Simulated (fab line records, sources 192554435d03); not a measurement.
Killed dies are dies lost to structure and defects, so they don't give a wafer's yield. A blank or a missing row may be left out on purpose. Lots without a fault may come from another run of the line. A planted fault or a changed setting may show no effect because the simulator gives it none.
Which tool did it? | flow n5_finfet | 11 lots, 33 wafers sampled, at 4 steps of a route of 1938

WHAT THE GAUGES READ, wafer by wafer
N5_BEOL_M1_THK_MEAS_01.
lot  | measured     | on            | M1_ILD_THK (nm)
L075 | day 6 05:17  | film_metro-02 | 78.6 79.3 80.5
L077 | day 6 18:35  | film_metro-01 | 77.6 79.4 79.7
L079 | day 7 12:53  | film_metro-02 | 77.5 78.3 79.2
L082 | day 8 04:43  | film_metro-01 | 77.1 77.8 78.3
L084 | day 8 15:04  | film_metro-01 | 78.0 79.0 79.4
L086 | day 9 02:26  | film_metro-01 | 78.0 80.0 80.0
L088 | day 9 18:18  | film_metro-01 | 78.3 78.4 81.2
L090 | day 9 22:28  | film_metro-01 | 78.2 77.7 80.2
L092 | day 10 15:29 | film_metro-01 | 78.1 79.6 79.9
L095 | day 11 02:17 | film_metro-02 | 80.0 78.2 80.9
L097 | day 11 17:11 | film_metro-02 | 78.2 77.8 79.2

WHICH TOOL RAN EACH LOT (tool, then ch and the chambers of the sampled wafers, then the start)
lot  | N5_BEOL_M0_SAQP_ETCH_107           | N5_BEOL_M0_ETCH_128                | N5_BEOL_M0_PRE_CLEAN_131
L075 | rie_diel-02 ch 0,1,2, day 5 21:32  | rie_diel-05 ch 0,1,3, day 6 02:00  | cvd_co-01 ch 0,1, day 6 04:55
L077 | rie_diel-06 ch 0,1,3, day 6 10:00  | rie_diel-05 ch 0,2,3, day 6 15:20  | cvd_co-01 ch 0,1, day 6 18:14
L079 | rie_diel-01 ch 2,3, day 7 04:10    | rie_diel-03 ch 0,2, day 7 09:00    | cvd_co-01 ch 0,2, day 7 12:32
L082 | rie_diel-02 ch 0,1, day 7 20:03    | rie_diel-05 ch 2,3, day 8 00:29    | cvd_co-02 ch 0,1,2, day 8 04:22
L084 | rie_diel-06 ch 2,3, day 8 02:32    | rie_diel-04 ch 1,2,3, day 8 10:59  | cvd_co-01 ch 0,1,2, day 8 14:43
L086 | rie_diel-06 ch 0,1,3, day 8 17:16  | rie_diel-04 ch 0,2, day 8 21:50    | cvd_co-01 ch 0,1,2, day 9 02:04
L088 | rie_diel-02 ch 0,1, day 9 08:07    | rie_diel-03 ch 1,2,3, day 9 13:44  | cvd_co-01 ch 0,1, day 9 17:55
L090 | rie_diel-06 ch 0,1,3, day 9 13:22  | rie_diel-04 ch 1,2,3, day 9 18:04  | cvd_co-01 ch 0,1,2, day 9 22:05
L092 | rie_diel-02 ch 0,3, day 10 05:30   | rie_diel-04 ch 1,2, day 10 12:32   | cvd_co-01 ch 0,1,2, day 10 15:08
L095 | rie_diel-01 ch 0,1,3, day 10 15:41 | rie_diel-05 ch 0,3, day 10 21:32   | cvd_co-02 ch 0,1,2, day 11 01:55
L097 | rie_diel-02 ch 0,1,2, day 11 07:44 | rie_diel-03 ch 0,1,3, day 11 13:40 | cvd_co-01 ch 0,2, day 11 16:50
- N5_BEOL_M0_SAQP_ETCH_107: etches SiNx in CH3F/O2, target depth 30 nm.
- N5_BEOL_M0_ETCH_128: etches SiCN in CF4/N2, target depth 12 nm, overetch 5.1 nm, time 21.4 s.
- N5_BEOL_M0_PRE_CLEAN_131: time 15 s.

THE ANSWER, worked out from the rows above alone
Rule: what is usual is taken from the lots themselves. Put in order of their means at a reading, lots are off if they are a third of the lots or fewer, leave a main group of 4 or more, and stand apart from it by a gap of 3 or more times the standard deviation of the main group's means; of several such gaps the widest counts. A main group whose means are all the same, to the digits that the tables above print for the reading, isn't used. A lot without any number at a reading at which 4 lots or more have one is off too. The other lots that the step has rows for count as sound.
No lot is off at any reading shown: from this, nothing can be told.

WHAT THE SIMULATOR HAD PUT IN
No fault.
